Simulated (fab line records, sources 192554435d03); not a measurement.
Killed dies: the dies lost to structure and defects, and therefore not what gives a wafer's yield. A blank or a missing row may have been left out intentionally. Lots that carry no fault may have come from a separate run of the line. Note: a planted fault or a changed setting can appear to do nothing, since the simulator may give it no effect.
Matching of chambers | flow n5 finfet | N5_BEOL_M1_ILD_DEP_00 on pecvd-02 has 3 sister chambers
The step deposits SiOC from DEMS/O2, target thk 79 nm, time 15.3 s. 3 wafers are shown with their chamber, then 8 later ones without.

WAFERS PAIRED WITH THEIR CHAMBERS
wafer  | chamber | throttle valve pct (%)
L095.5 | 0       | 12.7
L095.6 | 2       | 11.6
L091.1 | 1       | 12.0

WAFERS WITH NO CHAMBER GIVEN
wafer  | throttle valve pct (%)
L091.2 | 12.8
L091.3 | 11.7
L092.2 | 11.8
L092.4 | 12.5
L092.6 | 12.3
L097.1 | 12.0
L097.3 | 12.4
L097.6 | 12.2

EACH ONE'S CHAMBER
wafer  | from the rows above     | in truth
L091.2 | 0                       | 0
L091.3 | can't be placed: 2 or 1 | 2
L092.2 | can't be placed: 1 or 2 | 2
L092.4 | can't be placed: 0 or 1 | 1
L092.6 | can't be placed: 1 or 0 | 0
L097.1 | 1                       | 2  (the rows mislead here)
L097.3 | can't be placed: 0 or 1 | 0
L097.6 | can't be placed: 1 or 0 | 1
Placed correctly: 1 of 8. Can't be placed from these rows: 6 (the true chamber is among the candidates in 6). Placed wrongly: 1.
How it was worked out, from the rows above alone: a wafer's distance from a chamber is the root of the sum, over the readings, of the square of ((its reading less the chamber's mean) divided by the reading's scatter). If the next closest chamber is less than 2 further off than the closest, the wafer can't be placed; otherwise it belongs to the closest. A chamber's mean is the mean of its shown wafers. The scatter: with one shown wafer a chamber, the root of the mean of the squares of how far each hidden wafer lies from its nearest shown one.
